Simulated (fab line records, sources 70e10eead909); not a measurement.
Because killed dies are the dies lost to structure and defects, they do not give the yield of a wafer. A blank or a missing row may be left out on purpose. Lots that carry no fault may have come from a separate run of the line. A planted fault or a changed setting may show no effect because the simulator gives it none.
Which tool was responsible?	flow nand_harc	23 lots, 69 wafers sampled, at 6 steps of a route of 1302

== WHAT THE GAUGES READ, wafer by wafer ==
The record lacks any reading of a measuring or inspecting step that a usual standard deviation could be used to judge.

== TOOL THAT RAN EACH LOT (tool first, then ch and the chambers of the sampled wafers, then the start) ==
lot	NHARC_A_CHANNEL_HOLE_D2_ETCH_19	NHARC_A_CHANNEL_HOLE_D2_ETCH_44	NHARC_A_CHANNEL_FILL_D2_ALD_16	NHARC_A_STAIRCASE_TRIM_18	NHARC_A_STAIRCASE_ETCH_19	NHARC_A_STAIRCASE_TRIM_20
L074	har_etch-01 ch 0,1, day 13 13:19	rie_diel-11 ch 0,1,2, day 13 18:04	ald_hk-04 ch 0,2, day 14 07:23	rie_diel-10 ch 1,2,3, day 15 23:48 or earlier	rie_diel-10 ch 1,3, day 15 23:48 or earlier	rie_diel-05 ch 1,2,3, day 15 23:48
L075	har_etch-02 ch 0,1, day 13 13:59	rie_diel-07 ch 0,1,2, day 13 18:43	ald_hk-02 ch 0,1, day 14 07:22	rie_diel-05 ch 0,2,3, day 15 23:56 or earlier	rie_diel-05 ch 0,2,3, day 15 23:56 or earlier	rie_diel-05 ch 0,2,3, day 15 23:56
L076	har_etch-01 ch 0,1, day 14 03:37	rie_diel-11 ch 0,1,2, day 14 08:20	ald_hk-02 ch 0,1,2, day 14 22:08	rie_diel-10 ch 0,2,3, day 16 13:31 or earlier	rie_diel-10 ch 1,2,3, day 16 13:31 or earlier	rie_diel-01 ch 0,1,2, day 16 13:31
L077	har_etch-02 ch 1, day 14 05:29	rie_diel-04 ch 0,1,3, day 14 14:24	ald_hk-04 ch 0,1,3, day 15 03:55	rie_diel-05 ch 1,2, day 16 19:46 or earlier	rie_diel-05 ch 1,2, day 16 19:46 or earlier	rie_diel-05 ch 1,2, day 16 19:46
L078	har_etch-02 ch 0,1, day 14 22:49	rie_diel-11 ch 1,2,3, day 15 03:31	ald_hk-02 ch 0,1, day 15 17:04	rie_diel-01 ch 2,3, day 17 12:02 or earlier	rie_diel-01 ch 0,2,3, day 17 12:02 or earlier	rie_diel-10 ch 1,2,3, day 17 12:02
L079	har_etch-02 ch 0,1, day 15 03:51	rie_diel-11 ch 2,3, day 15 08:36	ald_hk-04 ch 0,1,2, day 15 22:12	rie_diel-05 ch 2,3, day 17 12:09 or earlier	rie_diel-05 ch 1,2,3, day 17 12:09 or earlier	rie_diel-01 ch 1,2, day 17 12:09
L080	har_etch-02 ch 0,1, day 15 16:05	rie_diel-07 ch 0,3, day 15 20:49	ald_hk-02 ch 0,3, day 16 10:28	rie_diel-10 ch 0,1,3, day 18 01:54 or earlier	rie_diel-10 ch 1,2,3, day 18 01:54 or earlier	rie_diel-01 ch 0,1,3, day 18 01:54
L081	har_etch-01 ch 0,1, day 15 20:48	rie_diel-11 ch 0,1,2, day 16 01:29	ald_hk-04 ch 0,2, day 16 14:55	rie_diel-05 ch 0,2, day 18 10:01 or earlier	rie_diel-05 ch 1,2, day 18 10:01 or earlier	rie_diel-01 ch 1,2,3, day 18 10:01
L082	har_etch-01 ch 0,1, day 16 17:43	rie_diel-07 ch 0,2, day 16 22:29	ald_hk-02 ch 0,1,3, day 17 15:20	rie_diel-05 ch 0,1,2, day 19 07:33 or earlier	rie_diel-05 ch 1,2,3, day 19 07:33 or earlier	rie_diel-05 ch 0,1,3, day 19 07:33
L083	har_etch-01 ch 0,1, day 16 21:53	rie_diel-04 ch 0,3, day 17 02:35	ald_hk-03 ch 1,2, day 17 20:17	rie_diel-10 ch 1,2,3, day 19 13:53 or earlier	rie_diel-10 ch 1,2,3, day 19 13:53 or earlier	rie_diel-05 ch 1,2,3, day 19 13:53
L084	har_etch-02 ch 1, day 17 15:20	rie_diel-11 ch 0,1,3, day 17 20:02	ald_hk-02 ch 1,2,3, day 18 09:48	rie_diel-10 ch 0,2,3, day 20 03:17 or earlier	rie_diel-10 ch 0,1, day 20 03:17 or earlier	rie_diel-10 ch 1,3, day 20 03:17
L086	har_etch-01 ch 0,1, day 17 21:04	rie_diel-07 ch 0,2,3, day 18 02:02	ald_hk-04 ch 0,1,3, day 18 15:34	rie_diel-05 ch 0,1,3, day 20 09:44 or earlier	rie_diel-05 ch 0,1,3, day 20 09:44 or earlier	rie_diel-05 ch 0,2,3, day 20 09:44
L085	har_etch-02 ch 0,1, day 17 22:43	rie_diel-04 ch 1,2, day 18 03:26	ald_hk-02 ch 0,1, day 18 15:34	rie_diel-10 ch 0,1,3, day 20 10:12 or earlier	rie_diel-10 ch 0,2,3, day 20 10:12 or earlier	rie_diel-05 ch 0,2, day 20 10:12
L087	har_etch-01 ch 0,1, day 18 12:55	rie_diel-11 ch 0,2,3, day 18 17:35	ald_hk-02 ch 0,3, day 19 08:03	rie_diel-10 ch 0,1,3, day 20 23:49 or earlier	rie_diel-10 ch 0,1,3, day 20 23:49 or earlier	rie_diel-10 ch 0,2,3, day 20 23:49
L089	har_etch-01 ch 0,1, day 19 06:59	rie_diel-04 ch 0,3, day 19 11:41	ald_hk-03 ch 0,1,3, day 20 01:10	rie_diel-05 ch 0,1, day 21 16:49 or earlier	rie_diel-05 ch 0,3, day 21 16:49 or earlier	rie_diel-05 ch 0,2,3, day 21 16:49
L088	har_etch-01 ch 0,1, day 19 11:08	rie_diel-04 ch 0,1,2, day 19 15:51	ald_hk-02 ch 0,1,2, day 20 05:38	rie_diel-05 ch 1,2,3, day 21 23:00 or earlier	rie_diel-05 ch 0,1,3, day 21 23:00 or earlier	rie_diel-01 ch 1,2,3, day 21 23:00
L090	har_etch-01 ch 1, day 20 09:43	rie_diel-04 ch 1,2, day 20 14:25	ald_hk-02 ch 1,3, day 21 03:55	rie_diel-10 ch 1,3, day 22 20:18 or earlier	rie_diel-10 ch 0,1,3, day 22 20:18 or earlier	rie_diel-01 ch 0,1, day 22 20:18
L092	har_etch-01 ch 0,1, day 20 21:55	rie_diel-04 ch 0,1,3, day 21 02:40	ald_hk-02 ch 0,2,3, day 21 16:20	rie_diel-01 ch 0,1,2, day 23 11:23 or earlier	rie_diel-01 ch 0,1,2, day 23 11:23 or earlier	rie_diel-01 ch 0,1,2, day 23 11:23
L094	har_etch-01 ch 0,1, day 21 17:40	rie_diel-04 ch 0,1,3, day 21 22:23	ald_hk-03 ch 1,2, day 22 11:44	rie_diel-01 ch 1,2,3, day 24 06:16 or earlier	rie_diel-01 ch 0,3, day 24 06:16 or earlier	rie_diel-01 ch 2,3, day 24 06:16
L095	har_etch-02 ch 0,1, day 21 18:46	rie_diel-04 ch 1,2,3, day 21 23:32	ald_hk-02 ch 0,1,3, day 22 11:45	rie_diel-05 ch 0,3, day 24 03:08 or earlier	rie_diel-05 ch 0,1,3, day 24 03:08 or earlier	rie_diel-05 ch 0,1, day 24 03:08
L093	har_etch-01 ch 0,1, day 21 21:49	rie_diel-07 ch 0,1, day 22 02:35	ald_hk-02 ch 1,2,3, day 22 17:49	rie_diel-05 ch 2,3, day 24 09:21 or earlier	rie_diel-05 ch 0,3, day 24 09:21 or earlier	rie_diel-10 ch 0,2,3, day 24 09:21
L096	har_etch-02 ch 0,1, day 21 23:42	rie_diel-04 ch 1,2,3, day 22 04:23	ald_hk-04 ch 0,1,2, day 22 17:53	rie_diel-10 ch 0,1,2, day 24 09:26 or earlier	rie_diel-10 ch 0,2, day 24 09:26 or earlier	rie_diel-10 ch 0,2,3, day 24 09:26
L097	har_etch-02 ch 0,1, day 23 05:34	rie_diel-07 ch 0,1,2, day 23 10:18	ald_hk-04 ch 0,1,2, day 24 01:38	rie_diel-10 ch 0,2,3, day 25 17:28 or earlier	rie_diel-10 ch 0,1,2, day 25 17:28 or earlier	rie_diel-10 ch 0,2,3, day 25 17:28
- NHARC_A_CHANNEL_HOLE_D2_ETCH_19: etches the open film in C4F8/O2/Ar, time 34.5 s.
- NHARC_A_CHANNEL_HOLE_D2_ETCH_44: etches the open film in CF4/O2, target depth 140 nm, overetch 14 nm, time 77 s.
- NHARC_A_CHANNEL_FILL_D2_ALD_16: deposits SiO2, target thk 1.5 nm, pulse time 10 s, ald cycles 15.
- NHARC_A_STAIRCASE_TRIM_18: chemistry O2, time 211.2 s.
- NHARC_A_STAIRCASE_ETCH_19: etches the open film in C4F8/O2, target depth 100 nm, time 40.5 s.
- NHARC_A_STAIRCASE_TRIM_20: chemistry O2, time 211.2 s.

== WHAT THE TOOLS THEMSELVES READ (means of the sampled wafers that have a number; where no wafer has one, the mark that the record gives instead) ==
NHARC_A_CHANNEL_HOLE_D2_ETCH_19.
lot	tool	drypump_motor_current_A (A)	showerhead_plenum_p_Torr (Torr)	throttle_valve_pct (%)
L074	har_etch-01	5.0	3.79	37.034
L075	har_etch-02	6.3	3.68	37.030
L076	har_etch-01	5.1	3.78	37.035
L077	har_etch-02	6.1	3.77	37.039
L078	har_etch-02	6.3	3.66	37.038
L079	har_etch-02	6.3	3.66	37.040
L080	har_etch-02	6.5	3.56	37.035
L081	har_etch-01	5.1	3.77	37.034
L082	har_etch-01	5.2	3.82	37.041
L083	har_etch-01	5.1	3.76	37.037
L084	har_etch-02	6.2	3.75	37.043
L086	har_etch-01	5.2	3.81	37.040
L085	har_etch-02	6.5	3.90	37.034
L087	har_etch-01	5.1	3.74	37.044
L089	har_etch-01	5.2	3.80	37.034
L088	har_etch-01	5.2	3.79	37.046
L090	har_etch-01	5.3	3.84	37.038
L092	har_etch-01	5.2	3.78	37.036
L094	har_etch-01	5.2	3.78	37.048
L095	har_etch-02	6.5	3.87	37.038
L093	har_etch-01	5.1	3.72	37.040
L096	har_etch-02	6.5	3.87	37.039
L097	har_etch-02	6.3	3.78	37.046

NHARC_A_CHANNEL_HOLE_D2_ETCH_44.
lot	tool	drypump_motor_current_A (A)	oes_product_au (a.u.)	rf_vpp_V (V)	showerhead_plenum_p_Torr (Torr)	throttle_valve_pct (%)
L074	rie_diel-11	5.7	0.998	196.4	1.30	13.399
L075	rie_diel-07	5.4	0.998	197.4	1.34	13.401
L076	rie_diel-11	5.7	1.009	197.8	1.30	13.395
L077	rie_diel-04	5.7	1.002	197.5	1.36	13.397
L078	rie_diel-11	5.2	1.009	196.5	1.29	13.398
L079	rie_diel-11	5.2	1.008	196.6	1.28	13.394
L080	rie_diel-07	5.4	1.000	198.6	1.37	13.403
L081	rie_diel-11	5.7	1.003	196.9	1.30	13.400
L082	rie_diel-07	5.4	0.999	198.7	1.38	13.399
L083	rie_diel-04	5.6	0.996	198.9	1.35	13.388
L084	rie_diel-11	5.6	1.003	197.9	1.33	13.400
L086	rie_diel-07	5.2	0.999	198.6	1.38	13.405
L085	rie_diel-04	5.7	0.986	199.0	1.37	13.399
L087	rie_diel-11	5.6	1.004	197.3	1.32	13.392
L089	rie_diel-04	5.7	0.992	197.4	1.34	13.392
L088	rie_diel-04	5.7	1.005	198.7	1.35	13.397
L090	rie_diel-04	5.7	1.002	198.1	1.37	13.401
L092	rie_diel-04	5.7	0.997	197.6	1.36	13.395
L094	rie_diel-04	5.7	0.996	198.7	1.36	13.403
L095	rie_diel-04	5.6	0.989	197.9	1.36	13.398
L093	rie_diel-07	5.5	1.001	197.0	1.30	13.398
L096	rie_diel-04	5.6	0.992	199.0	1.36	13.398
L097	rie_diel-07	5.4	0.993	197.9	1.34	13.392

NHARC_A_CHANNEL_FILL_D2_ALD_16.
lot	tool	heater_power_w (W)	precursor_pulse_height_rel
L074	ald_hk-04	463	1.008
L075	ald_hk-02	494	1.003
L076	ald_hk-02	467	0.987
L077	ald_hk-04	497	1.012
L078	ald_hk-02	496	1.009
L079	ald_hk-04	466	0.985
L080	ald_hk-02	457	1.000
L081	ald_hk-04	485	0.985
L082	ald_hk-02	463	1.011
L083	ald_hk-03	479	0.992
L084	ald_hk-02	448	1.012
L086	ald_hk-04	499	0.986
L085	ald_hk-02	472	1.001
L087	ald_hk-02	472	1.013
L089	ald_hk-03	513	1.001
L088	ald_hk-02	433	1.002
L090	ald_hk-02	482	1.004
L092	ald_hk-02	444	0.987
L094	ald_hk-03	488	1.017
L095	ald_hk-02	465	1.004
L093	ald_hk-02	449	1.002
L096	ald_hk-04	480	1.026
L097	ald_hk-04	476	1.003

NHARC_A_STAIRCASE_TRIM_18.
lot	tool	drypump_motor_current_A (A)	oes_product_au (a.u.)	rf_vpp_V (V)	showerhead_plenum_p_Torr (Torr)	throttle_valve_pct (%)
L074	rie_diel-10	6.1	0.992	57.9	3.59	17.037
L075	rie_diel-05	5.2	0.997	58.5	3.58	17.033
L076	rie_diel-10	5.6	1.000	58.5	3.57	17.046
L077	rie_diel-05	5.7	0.997	57.7	3.47	17.036
L078	rie_diel-01	5.8	1.010	58.4	3.58	17.031
L079	rie_diel-05	5.0	0.997	58.4	3.61	17.039
L080	rie_diel-10	5.8	1.000	57.9	3.53	17.031
L081	rie_diel-05	5.1	1.006	58.0	3.63	17.032
L082	rie_diel-05	5.4	0.999	56.9	3.54	17.039
L083	rie_diel-10	6.1	1.010	57.7	3.57	17.039
L084	rie_diel-10	5.6	1.006	57.4	3.56	17.038
L086	rie_diel-05	5.5	1.002	58.0	3.44	17.026
L085	rie_diel-10	5.7	1.003	57.7	3.52	17.032
L087	rie_diel-10	5.8	1.002	58.0	3.52	17.033
L089	rie_diel-05	5.8	1.008	57.8	3.41	17.033
L088	rie_diel-05	5.4	0.999	56.7	3.47	17.029
L090	rie_diel-10	6.2	1.002	57.8	3.53	17.042
L092	rie_diel-01	5.7	1.006	58.0	3.60	17.041
L094	rie_diel-01	5.8	1.010	57.5	3.60	17.034
L095	rie_diel-05	5.3	1.006	58.0	3.51	17.025
L093	rie_diel-05	5.0	1.000	58.4	3.59	17.036
L096	rie_diel-10	5.7	1.005	57.5	3.60	17.044
L097	rie_diel-10	5.6	1.012	57.9	3.53	17.033

NHARC_A_STAIRCASE_ETCH_19.
lot	tool	oes_product_au (a.u.)	rf_vpp_V (V)
L074	rie_diel-10	0.926	895
L075	rie_diel-05	0.943	898
L076	rie_diel-10	0.940	898
L077	rie_diel-05	0.948	898
L078	rie_diel-01	0.953	898
L079	rie_diel-05	0.947	893
L080	rie_diel-10	0.935	898
L081	rie_diel-05	0.947	898
L082	rie_diel-05	0.946	893
L083	rie_diel-10	0.955	898
L084	rie_diel-10	0.958	897
L086	rie_diel-05	0.951	893
L085	rie_diel-10	0.950	897
L087	rie_diel-10	0.947	895
L089	rie_diel-05	0.953	894
L088	rie_diel-05	0.946	893
L090	rie_diel-10	0.942	896
L092	rie_diel-01	0.946	899
L094	rie_diel-01	0.956	897
L095	rie_diel-05	0.945	893
L093	rie_diel-05	0.936	895
L096	rie_diel-10	0.944	898
L097	rie_diel-10	0.954	899

NHARC_A_STAIRCASE_TRIM_20.
lot	tool	drypump_motor_current_A (A)	oes_product_au (a.u.)	rf_vpp_V (V)	showerhead_plenum_p_Torr (Torr)	throttle_valve_pct (%)
L074	rie_diel-05	5.4	1.005	58.0	3.49	17.039
L075	rie_diel-05	5.2	0.999	57.8	3.58	17.029
L076	rie_diel-01	5.7	1.003	58.3	3.63	17.038
L077	rie_diel-05	5.7	1.000	57.0	3.47	17.036
L078	rie_diel-10	6.0	0.992	58.1	3.58	17.028
L079	rie_diel-01	5.9	0.990	57.9	3.69	17.044
L080	rie_diel-01	5.8	1.012	58.0	3.64	17.035
L081	rie_diel-01	5.8	0.997	57.1	3.63	17.032
L082	rie_diel-05	5.5	1.013	57.4	3.44	17.034
L083	rie_diel-05	5.4	0.998	57.0	3.48	17.041
L084	rie_diel-10	6.1	1.010	57.3	3.47	17.030
L086	rie_diel-05	5.1	1.002	57.4	3.56	17.038
L085	rie_diel-05	5.0	0.998	58.2	3.66	17.027
L087	rie_diel-10	5.6	1.011	58.0	3.55	17.038
L089	rie_diel-05	5.1	1.004	58.6	3.56	17.037
L088	rie_diel-01	5.8	1.004	57.5	3.61	17.040
L090	rie_diel-01	5.9	1.003	57.4	3.67	17.025
L092	rie_diel-01	5.7	1.007	58.4	3.60	17.037
L094	rie_diel-01	5.8	1.012	57.7	3.55	17.038
L095	rie_diel-05	5.6	1.000	58.2	3.49	17.027
L093	rie_diel-10	5.6	1.006	58.6	3.54	17.036
L096	rie_diel-10	5.6	1.012	57.5	3.54	17.033
L097	rie_diel-10	5.6	1.007	58.0	3.53	17.040

== THE ANSWER, worked out from the rows above alone ==
Rule: what is usual is taken from the lots themselves. Put in order of their means at a reading, lots are off if they are a third of the lots or fewer, leave a main group of 4 or more, and stand apart from it by a gap of 3 or more times the standard deviation of the main group's means; of several such gaps the widest counts. The tables above print the reading to a certain number of digits; a main group whose means all agree to those digits is not used. Also off: a lot with no number at a reading for which 4 or more lots have one. All remaining lots with rows at the step are treated as sound. After the gauges, taken in route order, come the tools' own readings; for these a lot's mean is taken, as printed above. The first step at which some lot is off is used, and at that step the reading that is off furthest; a lot without a number counts as furthest.
Across all readings shown, no lot is off: no conclusion can be drawn from this.

== WHAT THE SIMULATOR PUT IN ==
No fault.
